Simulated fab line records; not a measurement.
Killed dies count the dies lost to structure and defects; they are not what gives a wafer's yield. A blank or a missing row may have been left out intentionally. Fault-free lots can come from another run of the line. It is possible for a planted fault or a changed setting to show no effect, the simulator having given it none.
Struck lot and sound lot, side by side :: flow nand harc :: 24 steps out of a route of 1302
Sound: these wafers, L260.2, L260.3, L260.6. Struck: wafer L271.4 (left out: L271.1, L271.2 of the same lot, which were not struck); the cause appears at the end.
Each step with rows lists, per side, the tool, then ch with its chambers, then its first start. Under that, the readings that differ: sound wafers :: struck wafers :: difference of the means :: sigmas: that difference in standard deviations of wafers without a fault.
alike: same words and numbers on both sides, and readings whose means sit less than 2 such deviations apart. not compared: any withheld reading, any reading some wafer has no value for, any bound like >300 that may hide the same value, and any number with overlapping values for which the record gives no deviation.
The two part at a step that has a row with sigmas, a row that says differs or no value, or rows on one side only. Numbers that have no deviation but don't overlap get no sigmas and don't part them. Lack of a reading on every wafer of one side parts them only where that side has two or more wafers.

NHARC_A_M0_INSPECT_27:
  sound on defect inspect-01 at day 25 00:25; struck on defect inspect-01 at day 30 02:02
  alike: raw defect count
NHARC_A_M0_PRE_CLEAN_31: time 12 s.
  sound on pecvd-03 ch 1,2, day 25 00:28; struck on pecvd-01 ch 1, day 30 02:06
  alike: heater power w, rf fwd power W
NHARC_A_M0_DEP_32: deposits SiCN, target thk 30 nm.
  sound on pecvd-03 ch 1,2, day 25 00:33; struck on pecvd-01 ch 1, day 30 02:11
  alike: heater power w, rf fwd power W
then, 8 steps without rows for these wafers: NHARC_A_M1_DEP_00 (deposits SiOC, target thk 182.5 nm); NHARC_A_M1_DEHYDRATE_01 (time 120 s); NHARC_A_M1_HMDS_02 (time 30 s); NHARC_A_M1_COAT_34 (time 65 s); NHARC_A_M1_COAT_03 (resist thk 90 nm); NHARC_A_M1_SOFTBAKE_04 (time 55 s); NHARC_A_M1_EBR_05; NHARC_A_M1_EXPOSE_06 (exposes mask A M1, target cd 120 nm).
NHARC_A_M1_PEB_07: peb time 65 s.
  sound on litho track-01 ch 0, day 25 01:42; struck on litho track-04 ch 0, day 30 03:22
then, 1 step without rows for these wafers: NHARC_A_M1_DEVELOP_08 (develop time 35 s).
NHARC_A_M1_CD_MEAS_09 targets a cd of 120 nm.
  sound on cd sem-03 ch 0, day 25 01:47; struck on cd sem-01 ch 0, day 30 03:26
reading: cd nm (nm)
sound: 119.3 119.0 119.8
struck: 121.9
difference: +2.5
sigmas: +5
NHARC_A_M1_OVL_MEAS_10: pitch 240 nm.
  sound on overlay-02 at day 25 01:52; struck on overlay-01 at day 30 03:32
  alike: overlay x nm, overlay y nm
NHARC_A_M1_INSPECT_11:
  sound on defect inspect-02 at day 25 01:54; struck on defect inspect-02 at day 30 03:34
reading: raw defect count
sound: 37 19 43
struck: 114
difference: +81
sigmas: +2
NHARC_A_M1_DESCUM_14: chemistry O2, time 3 s.
  sound on rie diel-01 ch 1,3, day 25 01:58; struck on rie diel-01 ch 1, day 30 03:38
reading: drypump motor current A (A)
sound: 4.7 6.6 4.7
struck: 6.6
difference: +1.3
sigmas: +2

reading: model.A_M1.cd nm (nm)
sound: 119.2 119.1 120
struck: 121.9
difference: +2.5
sigmas: 
  alike: oes product au, rf vpp V, showerhead plenum p Torr, throttle valve pct
  not compared: rf hours counter h
NHARC_A_M1_ETCH_35: etches the open film in N2/H2, target depth 40 nm, overetch 12 nm, time 43.94 s.
  sound on rie diel-01 ch 0,1,2, day 25 02:03; struck on rie diel-01 ch 2, day 30 03:43
  alike: drypump motor current A, oes product au, rf fwd power W, rf vpp V, showerhead plenum p Torr, throttle valve pct
  not compared: rf hours counter h
NHARC_A_M1_ETCH_15: etches the open film in C4F8/Ar, target depth 182.5 nm, time 91.2 s.
  sound on rie diel-01 ch 0,2,3; struck on rie diel-01 ch 2
  alike: oes product au, rf fwd power W, rf vpp V
  not compared: rf hours counter h
NHARC_A_M1_CD_MEAS_16:
  sound on cd sem-02 at day 25 02:16; struck on cd sem-03 at day 30 03:56
reading: cd nm (nm)
sound: 118.8 119.2 119.5
struck: 121.5
difference: +2.3
sigmas: +4
NHARC_A_M1_STRIP_18: strips in N2/H2.
  sound on rie diel-01 ch 0,2,3, day 25 02:24; struck on rie diel-01 ch 3, day 30 04:01
  alike: drypump motor current A, oes product au, rf fwd power W, rf vpp V, showerhead plenum p Torr, throttle valve pct
  not compared: rf hours counter h
NHARC_A_M1_ETCH_28: etches the open film in CF4/N2, target depth 30 nm, time 72.99 s.
  sound on rie diel-01 ch 0,3; struck on rie diel-01 ch 3
reading: model.A_M1.cd nm (nm)
sound: 118.8 118.9 119.4
struck: 121.2
difference: +2.2
sigmas: 
  alike: drypump motor current A, oes product au, rf fwd power W, rf vpp V, showerhead plenum p Torr, throttle valve pct
  not compared: rf hours counter h
then, 1 step without rows for these wafers: NHARC_A_M1_STRIP_19 (strips in post etch residue remover, time 600 s).
NHARC_END_SORT_01:
  sound on prober-02 ch 0, day 26 13:02; struck on prober-02 ch 0, day 31 19:50
reading: defect limited yield (%)
sound: 94.4 97.0 95.3
struck: 88.5
difference: -7.1
sigmas: -3

reading: killed at array
sound: 35 19 30
struck: 74
difference: +46
sigmas: +3

reading: killed dies
sound: 38 20 32
struck: 78
difference: +48
sigmas: +3

reading: sort_bin_2_pct (%)
sound: 3.0 0.6 1.2
struck: 4.7
difference: +3.1
sigmas: +3

reading: sort_bin_4_pct (%)
sound: 2.7 2.4 3.1
struck: 6.2
difference: +3.5
sigmas: +2

reading: sort n pass
sound: 639 657 645
struck: 599
difference: -48
sigmas: -3

reading: sort yield pct (%)
sound: 94.4 97.0 95.3
struck: 88.5
difference: -7.1
sigmas: -3
  alike: killed at other, killed at periphery, killed open, killed short, sort_bin_3_pct, sort rim yield pct

== WHERE THEY PART ==
First at NHARC_A_M1_CD_MEAS_09; last, within this record, at NHARC_END_SORT_01.

WHY: what the simulator had put in
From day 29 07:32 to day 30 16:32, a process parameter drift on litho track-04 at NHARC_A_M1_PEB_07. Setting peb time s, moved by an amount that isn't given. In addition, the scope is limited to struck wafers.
